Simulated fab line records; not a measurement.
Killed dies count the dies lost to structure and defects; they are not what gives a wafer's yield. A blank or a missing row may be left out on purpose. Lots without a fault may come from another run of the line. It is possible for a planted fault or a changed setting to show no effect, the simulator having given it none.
Chamber matching || flow n5_finfet || rie_diel-02 running N5_DUMMY_GATE_ETCH_29: 4 sister chambers
The step etches underlayer in N2/H2, target depth 13 nm. 7 wafers are shown with their chamber, then 8 later ones without.

EACH WAFER AND ITS CHAMBER
{"wafer": "L074.2", "chamber": 2, "showerhead_plenum_p_Torr (Torr)": 2.36, "throttle_valve_pct (%)": 18.05}
{"wafer": "L075.3", "chamber": 3, "showerhead_plenum_p_Torr (Torr)": 2.69, "throttle_valve_pct (%)": 17.62}
{"wafer": "L083.5", "chamber": 1, "showerhead_plenum_p_Torr (Torr)": 2.42, "throttle_valve_pct (%)": 17.50}
{"wafer": "L084.2", "chamber": 1, "showerhead_plenum_p_Torr (Torr)": 2.42, "throttle_valve_pct (%)": 17.51}
{"wafer": "L084.5", "chamber": 3, "showerhead_plenum_p_Torr (Torr)": 2.68, "throttle_valve_pct (%)": 17.64}
{"wafer": "L084.6", "chamber": 0, "showerhead_plenum_p_Torr (Torr)": 2.56, "throttle_valve_pct (%)": 18.24}
{"wafer": "L085.2", "chamber": 0, "showerhead_plenum_p_Torr (Torr)": 2.56, "throttle_valve_pct (%)": 18.26}

WAFERS WITHOUT THEIR CHAMBER
{"wafer": "L085.3", "showerhead_plenum_p_Torr (Torr)": 2.68, "throttle_valve_pct (%)": 17.65}
{"wafer": "L085.4", "showerhead_plenum_p_Torr (Torr)": 2.42, "throttle_valve_pct (%)": 17.50}
{"wafer": "L092.4", "showerhead_plenum_p_Torr (Torr)": 2.41, "throttle_valve_pct (%)": 17.53}
{"wafer": "L092.5", "showerhead_plenum_p_Torr (Torr)": 2.34, "throttle_valve_pct (%)": 18.10}
{"wafer": "L092.6", "showerhead_plenum_p_Torr (Torr)": 2.68, "throttle_valve_pct (%)": 17.68}
{"wafer": "L095.1", "showerhead_plenum_p_Torr (Torr)": 2.34, "throttle_valve_pct (%)": 18.10}
{"wafer": "L095.3", "showerhead_plenum_p_Torr (Torr)": 2.55, "throttle_valve_pct (%)": 18.28}
{"wafer": "L095.4", "showerhead_plenum_p_Torr (Torr)": 2.68, "throttle_valve_pct (%)": 17.66}

WHICH CHAMBER EACH ONE RAN IN
{"wafer": "L085.3", "from the rows above": 3, "in truth": 3}
{"wafer": "L085.4", "from the rows above": 1, "in truth": 1}
{"wafer": "L092.4", "from the rows above": 1, "in truth": 1}
{"wafer": "L092.5", "from the rows above": 2, "in truth": 2}
{"wafer": "L092.6", "from the rows above": 3, "in truth": 3}
{"wafer": "L095.1", "from the rows above": 2, "in truth": 2}
{"wafer": "L095.3", "from the rows above": 0, "in truth": 0}
{"wafer": "L095.4", "from the rows above": 3, "in truth": 3}
Correctly placed: 8 of 8. Can't be placed from these rows: 0. Number placed wrongly: 0.
How it was worked out, from the rows above alone: a wafer's distance from a chamber is the root of the sum, over the readings, of the square of ((its reading less the chamber's mean) divided by the reading's scatter). If the next closest chamber is less than 2 further off than the closest, the wafer can't be placed; otherwise it belongs to the closest. The mean given for a chamber averages the wafers shown for that chamber. The scatter: the root of (the sum of the squares of (reading less its chamber's mean) over the shown wafers, divided by (wafers less chambers)).
